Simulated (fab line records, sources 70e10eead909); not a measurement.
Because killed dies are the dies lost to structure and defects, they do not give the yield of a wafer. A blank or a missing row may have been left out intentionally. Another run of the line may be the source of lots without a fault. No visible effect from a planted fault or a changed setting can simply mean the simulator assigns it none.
Matching of chambers    flow nand harc    rie diel-08 running NHARC_A_CONTACT_ETCH_92: 4 sister chambers
The step etches the open film in CH3F/O2, target depth 40 nm, time 85.7 s. 14 wafers are shown with their chamber, then 7 later ones without.

## EACH WAFER AND ITS CHAMBER
wafer   chamber  drypump motor current A (A)  rf vpp V (V)  throttle valve pct (%)
L075.1  0        5.2                          244.0         20.674
L075.2  2        5.5                          246.0         20.658
L075.4  3        6.2                          246.8         20.661
L077.1  0        5.2                          243.8         20.662
L077.3  3        6.2                          245.0         20.655
L077.6  1        5.7                          245.6         20.660
L082.2  1        5.7                          246.1         20.656
L082.3  2        5.5                          245.3         20.662
L082.5  3        6.2                          244.5         20.662
L084.1  2        5.4                          245.7         20.656
L084.4  3        6.2                          246.0         20.648
L084.6  1        5.7                          245.0         20.649
L080.1  0        5.2                          242.8         20.663
L080.5  0        5.2                          241.8         20.671

SIGNATURES, as means of the wafers listed above
reading                  chamber 0  chamber 1  chamber 2  chamber 3  scatter within a chamber
drypump motor current A  5.200      5.700      5.467      6.200      0.0258
rf vpp V                 243.100    245.567    245.667    245.575    0.843
throttle valve pct       20.66750   20.65500   20.65867   20.65650   0.00557
Rule: a wafer lies at a distance from a chamber equal to the root of the sum of squares, over the readings, of (its reading less the chamber's mean, divided by the reading's scatter). If the next closest chamber is less than 2 further off than the closest, the wafer can't be placed; otherwise it belongs to the closest. How the scatter is found: for the shown wafers, subtract from each reading the mean of its chamber, square and add these, divide the total by (wafers less chambers), then take the root.

## WAFERS WITHOUT THEIR CHAMBER
wafer   drypump motor current A (A)  rf vpp V (V)  throttle valve pct (%)
L080.6  5.7                          246.1         20.662
L085.2  5.2                          242.7         20.660
L085.3  5.7                          246.2         20.652
L085.6  5.2                          244.6         20.660
L095.1  5.2                          244.5         20.663
L095.2  5.5                          245.6         20.659
L095.4  5.7                          247.6         20.652

## WHICH CHAMBER EACH WENT THROUGH
wafer   from the rows above  in truth
L080.6  1                    1
L085.2  0                    0
L085.3  1                    1
L085.6  0                    0
L095.1  0                    0
L095.2  2                    2
L095.4  1                    1
Correctly placed: 7 of 7. Left unplaced by these rows: 0. Placed wrongly: 0.
